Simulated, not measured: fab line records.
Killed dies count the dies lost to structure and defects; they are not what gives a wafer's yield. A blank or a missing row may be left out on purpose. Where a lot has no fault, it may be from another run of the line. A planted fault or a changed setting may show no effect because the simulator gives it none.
Which tool is to blame? | flow n5-finfet | 10 lots, 30 wafers sampled, at 4 steps of a route of 1938

## WHAT THE GAUGES SHOWED, per wafer
N5_MIM_BOT_LITHO_INSPECT_12: inspects for defects (macro). Usual: raw-defect-count at 1.9, with a standard deviation of 1.4.
lot  | measured     | on                | raw-defect-count | flag
L503 | day 13 02:28 | defect-inspect-02 | 2 3 2            |
L504 | day 13 02:58 | defect-inspect-01 | 0 4 4            |
L505 | day 13 21:55 | defect-inspect-02 | 1 3 5            |
L512 | day 15 07:38 | defect-inspect-01 | 2 1 3            |
L516 | day 17 09:16 | defect-inspect-02 | 5 0 2            |
L510 | day 17 14:03 | defect-inspect-01 | 1 3 2            |
L514 | day 18 01:20 | defect-inspect-02 | 6 3 1            |
L517 | day 18 01:34 | defect-inspect-02 | 1 >300 2         |
L520 | day 18 13:13 | defect-inspect-01 | >300 2 1         |
L521 | day 19 08:13 | defect-inspect-01 | 0 3 3            |

## EACH LOT AND THE TOOL THAT RAN IT (in order: tool; ch and the chambers of the sampled wafers; start)
lot  | N5_BEOL_M15_SPUTTER_43       | N5_PASSIVATION_PECVD_00         | N5_MIM_TOP_ETCH_ETCH_00
L503 | pvd-sputter-03, day 12 19:28 | pecvd-01 ch 0,1,2, day 12 21:45 | rie-metal-03 ch 0,1, day 13 01:52
L504 | pvd-sputter-03, day 12 20:10 | pecvd-02 ch 1,2, day 12 22:25   | rie-metal-02 ch 0,1, day 13 02:14
L505 | pvd-sputter-02, day 13 16:01 | pecvd-03 ch 0,1, day 13 18:26   | rie-metal-02 ch 0,1, day 13 21:17
L512 | pvd-sputter-03, day 15 00:29 | pecvd-02 ch 0,2, day 15 02:44   | rie-metal-02 ch 0,1, day 15 06:54
L516 | pvd-sputter-03, day 17 03:08 | pecvd-02 ch 0,2, day 17 05:36   | rie-metal-01 ch 0,1, day 17 08:36
L510 | pvd-sputter-02, day 17 08:11 | pecvd-02 ch 0,2, day 17 10:35   | rie-metal-03 ch 0,1, day 17 13:12
L514 | pvd-sputter-01, day 17 18:19 | pecvd-02 ch 0,2, day 17 20:34   | rie-metal-02 ch 0,1, day 18 00:23
L517 | pvd-sputter-01, day 17 18:43 | pecvd-01 ch 0,2, day 17 20:59   | rie-metal-02 ch 0,1, day 18 00:50
L520 | pvd-sputter-03, day 18 05:32 | pecvd-01 ch 0,1, day 18 07:47   | rie-metal-02 ch 0,1, day 18 12:25
L521 | pvd-sputter-01, day 19 01:13 | pecvd-01 ch 0,1,2, day 19 03:37 | rie-metal-03 ch 0,1, day 19 07:37
- N5_BEOL_M15_SPUTTER_43: material TaN, target thk 15 nm, time 24.19 s.
- N5_PASSIVATION_PECVD_00: deposits SiO2 from SiH4/N2O, target thk 200 nm, time 11.2 s.
- N5_MIM_TOP_ETCH_ETCH_00: etches TiN in Cl2/BCl3, target depth 38.5 nm.

## WHAT THE TOOLS THEMSELVES READ (means of the sampled wafers that have a number; where no wafer has one, the mark that the record gives instead)
N5_BEOL_M15_SPUTTER_43. Usual: cathode-dc-power-W 15000 W, standard deviation 2.7; throttle-valve-pct 29.9 %, standard deviation 1.1.
lot  | tool           | cathode-dc-power-W (W) | throttle-valve-pct (%) | flag
L503 | pvd-sputter-03 | 14997                  | 30.1                   |
L504 | pvd-sputter-03 | 15001                  | 29.7                   |
L505 | pvd-sputter-02 | 15003                  | 29.7                   |
L512 | pvd-sputter-03 | 15000                  | 29.8                   |
L516 | pvd-sputter-03 | 15000                  | 30.1                   |
L510 | pvd-sputter-02 | 14997                  | 30.2                   |
L514 | pvd-sputter-01 | 14996                  | 29.3                   |
L517 | pvd-sputter-01 | 15001                  | 29.4                   |
L520 | pvd-sputter-03 | 14999                  | 30.4                   |
L521 | pvd-sputter-01 | 15001                  | 28.9                   |

N5_PASSIVATION_PECVD_00. Usual: chamber-pressure-Torr 2.700 Torr, standard deviation 0.0059; heater-power-w 676 W, standard deviation 96; showerhead-plenum-p-Torr 8.19 Torr, standard deviation 0.13; throttle-valve-pct 52 %, standard deviation 3.
lot  | tool     | chamber-pressure-Torr (Torr) | heater-power-w (W) | showerhead-plenum-p-Torr (Torr) | throttle-valve-pct (%) | flag
L503 | pecvd-01 | 2.702                        | 693                | 8.26                            | 52                     |
L504 | pecvd-02 | 2.705                        | 755                | 8.29                            | 52                     |
L505 | pecvd-03 | 2.697                        | 614                | 8.01                            | 51                     |
L512 | pecvd-02 | 2.704                        | 733                | 8.08                            | 53                     |
L516 | pecvd-02 | 2.699                        | 802                | 8.18                            | 51                     |
L510 | pecvd-02 | 2.698                        | 729                | 8.09                            | 53                     |
L514 | pecvd-02 | 2.698                        | 738                | 8.11                            | 53                     |
L517 | pecvd-01 | 2.695                        | 608                | 8.26                            | 49                     |
L520 | pecvd-01 | 2.702                        | 699                | 8.27                            | 52                     |
L521 | pecvd-01 | 2.699                        | 699                | 8.29                            | 52                     |

N5_MIM_TOP_ETCH_ETCH_00. Usual: drypump-motor-current-A 5.95 A, standard deviation 0.13; mfc-cl2-sccm 53.21 sccm, standard deviation 0.16; oes_ar_750_au 0.80 a.u., standard deviation 0.069; oes-product-au 0.80 a.u., standard deviation 0.076; throttle-valve-pct 22.61 %, standard deviation 0.27.
lot  | tool         | drypump-motor-current-A (A) | mfc-cl2-sccm (sccm) | oes_ar_750_au (a.u.) | oes-product-au (a.u.) | throttle-valve-pct (%) | flag
L503 | rie-metal-03 | 5.88                        | 53.18               | 0.88                 | 0.89                  | 22.60                  |
L504 | rie-metal-02 | 6.04                        | 53.22               | 0.78                 | 0.77                  | 22.79                  |
L505 | rie-metal-02 | 5.92                        | 53.26               | 0.76                 | 0.74                  | 22.62                  |
L512 | rie-metal-02 | 6.05                        | 53.18               | 0.76                 | 0.75                  | 22.79                  |
L516 | rie-metal-01 | 6.01                        | 53.19               | 0.89                 | 0.90                  | 22.33                  |
L510 | rie-metal-03 | 5.84                        | 53.30               | 0.85                 | 0.86                  | 22.78                  |
L514 | rie-metal-02 | 6.03                        | 53.29               | 0.75                 | 0.75                  | 22.82                  |
L517 | rie-metal-02 | 6.03                        | 53.11               | 0.75                 | 0.74                  | 22.81                  |
L520 | rie-metal-02 | 6.05                        | 53.31               | 0.75                 | 0.74                  | 22.81                  |
L521 | rie-metal-03 | 5.84                        | 53.11               | 0.84                 | 0.84                  | 22.79                  |

## THE ANSWER, worked out from the rows above alone
Rule: a lot counts as off when the mean over its wafers that have a number is more than 3 standard deviations away from the usual mean. A lot without any number at a reading at which 4 lots or more have one is off too. The other lots that the step has rows for count as sound. After the gauges, taken in route order, come the tools' own readings; for these a lot's mean is taken, as printed above. At the first step where some lot is off, the reading lying furthest off is the one used; lots without a number count as furthest.
Nothing can be told from this: no lot is off at any reading shown.

## WHAT THE SIMULATOR HAD PUT IN
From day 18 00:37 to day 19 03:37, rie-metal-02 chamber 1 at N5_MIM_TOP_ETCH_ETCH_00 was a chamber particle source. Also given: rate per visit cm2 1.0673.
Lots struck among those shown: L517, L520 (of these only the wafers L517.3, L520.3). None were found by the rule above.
